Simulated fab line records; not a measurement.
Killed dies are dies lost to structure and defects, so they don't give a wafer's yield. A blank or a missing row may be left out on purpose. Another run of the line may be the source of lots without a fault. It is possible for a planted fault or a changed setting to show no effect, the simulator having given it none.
A struck lot beside a sound one || flow n5-finfet || 33 steps out of a route of 1938
Sound: these wafers, L489.1, L489.3, L489.6. Wafers L478.2, L478.4, L478.5 were the ones struck. The cause is named last.
For every step that has rows: the tool of each side, followed by ch and its chambers, followed by its first start. Under that, the readings that differ: sound wafers || struck wafers || difference of the means || sigmas: that difference in standard deviations of wafers without a fault.
alike: readings with means less than 2 such deviations apart, plus words and numbers identical on both sides. not compared: withheld readings, readings lacking a value on some wafer, bounds such as >300 that could conceal the same value, and numbers that have no deviation in the record and whose values overlap.
Wherever a step has rows on one side only, a row that says differs or no value, or a row with sigmas, the two part there. When numbers do not overlap yet have no deviation, they are printed without sigmas and do not part them. A reading missing from all wafers of one side parts the sides only when that side holds two or more wafers.

first, 10 steps without rows for these wafers: N5_SD_EPI_P_PRECLEAN_51 (cleans in NF3:NH3, afs cycles 1, time 20 s, sublimation time 60 s); N5_SD_EPI_P_VAPOR_ETCH_44 (etches SiGe30 in NF3/Ar, time 3.3 s); N5_SD_EPI_P_EPI_21 (deposits SiGe:B, time 355 s); N5_SD_EPI_P_HM_STRIP_48 (strips SiNx in H3PO4, material SiNx, target depth 3 nm); N5_SD_EPI_P_SRD_49 (time 30 s); N5_SD_EPI_P_PRECLEAN_24 (cleans in O3/DIW, time 45 s); N5_SD_EPI_P_PRECLEAN_32 (cleans in dHF, time 10 s); N5_SD_EPI_P_PRECLEAN_33 (cleans in SC2, time 45 s); N5_SD_EPI_P_SRD_25 (time 30 s); N5_SD_ACTIVATION_RTA_00 (time 0 s).
N5_SD_ACTIVATION_LSA_01: time 0.0008 s.
  sound on laser-anneal-01 ch 0, day 9 07:06; struck on laser-anneal-02, day 6 18:30
  no value came back on the struck wafers for time-s (s), wafer_temp_C_max; on the sound wafers time-s (s) reads 0.0008 0.0008 0.0008
N5_SD_ACTIVATION_RS_MEAS_03: measures by four-point-probe.
  sound on film-metro-02, day 9 07:18; struck on film-metro-02, day 6 18:41
{"reading": "RS_SD_N (ohm/sq)", "sound": "21.85 22.17 21.98", "struck": "29.38 29.94 29.63", "difference": "+7.65", "sigmas": "+29"}
{"reading": "RS_SD_P (ohm/sq)", "sound": "54.0 54.5 53.9", "struck": "57.5 58.0 57.6", "difference": "+3.6", "sigmas": "+3"}
then, 19 steps without rows for these wafers: N5_ILD0_LINER_00 (material SiNx, target thk 4 nm, pulse time 1 s, purge time 2 s); N5_ILD0_FCVD_FILL_01 (material SiO2 flowable, target thk 200 nm, time 328.3 s); N5_ILD0_CURE_02 (time 1800 s); N5_ILD0_CMP_03 (polishes, stops on SiNx, t overpolish 1.9 s, target thk 197.38 nm); N5_ILD0_CMP_07 (polishes SiO2 flowable, stops on poly-Si, t overpolish 1.18 s, target thk 138.88 nm); N5_ILD0_PRECLEAN_10 (cleans in NF3:NH3, afs cycles 5, time 20 s, sublimation time 60 s); N5_ILD0_ALD_15 (deposits SiNx, target thk 24 nm, pulse time 1 s, ald cycles 480); N5_ILD0_CMP_12 (polishes SiNx, stops on poly-Si, t overpolish 6 s, target thk 17.67 nm); N5_SDB_HM_DEP_00 (deposits SiNx from SiH4/NH3/N2, target thk 40 nm, time 35.3 s); N5_SDB_COAT_03 (time 60 s, resist thk 100 nm); N5_SDB_COAT_04 (time 60 s, resist thk 18 nm); N5_SDB_COAT_05 (resist thk 90 nm); N5_SDB_EBR_07; N5_SDB_SOFTBAKE_06 (time 60 s); N5_SDB_EXPOSE_08 (exposes mask SDB); N5_SDB_PEB_09 (peb time 60 s); N5_SDB_DEVELOP_10 (develop time 30 s); N5_SDB_DESCUM_16 (chemistry O2, time 7.9 s); N5_SDB_ETCH_17 (etches SiARC in CF4, target depth 23.4 nm, time 39 s).
-- the record jumps here: 5 days lie between the struck wafers' starts before and after (it left off in module SDB and takes up again in module BEOL_M4, whose first step shown is number 1111 of the route) --
N5_BEOL_M4_RC_MEAS_101:
  sound on prober-02 ch 0, day 14 13:37; struck on prober-02 ch 0, day 11 19:14
{"reading": "DIBL_P (mV/V)", "sound": "33.9 36.6 35.7", "struck": "41.3 39.5 42.4", "difference": "+5.7", "sigmas": "+3"}
{"reading": "RC_DENSE_N (ohm.um)", "sound": "18.3 19.0 18.9", "struck": "24.8 24.5 24.6", "difference": "+5.9", "sigmas": "+13"}
{"reading": "RC_N (ohm.um)", "sound": "14.9 15.4 15.3", "struck": "20.4 19.8 20.1", "difference": "+4.9", "sigmas": "+13"}
{"reading": "REXT_N (ohm.um)", "sound": "74.6 75.0 75.0", "struck": "93.4 91.2 91.2", "difference": "+17.1", "sigmas": "+9"}
{"reading": "RS_SD_N (ohm/sq)", "sound": "28.3 28.6 28.6", "struck": "36.4 36.8 37.1", "difference": "+8.3", "sigmas": "+27"}
  alike: DIBL_N, IOFF_N, IOFF_P, ION_N, ION_P, SS_N, SS_P, VT_N, VT_P
N5_PASSIVATION_PROBE_49:
  the record has rows for the sound wafers here (prober-01, day 19 00:38) and none for the struck ones

WHERE THEY PART
At N5_SD_ACTIVATION_LSA_01 first; at N5_PASSIVATION_PROBE_49 last (within this record only).

WHY: what the simulator had put in
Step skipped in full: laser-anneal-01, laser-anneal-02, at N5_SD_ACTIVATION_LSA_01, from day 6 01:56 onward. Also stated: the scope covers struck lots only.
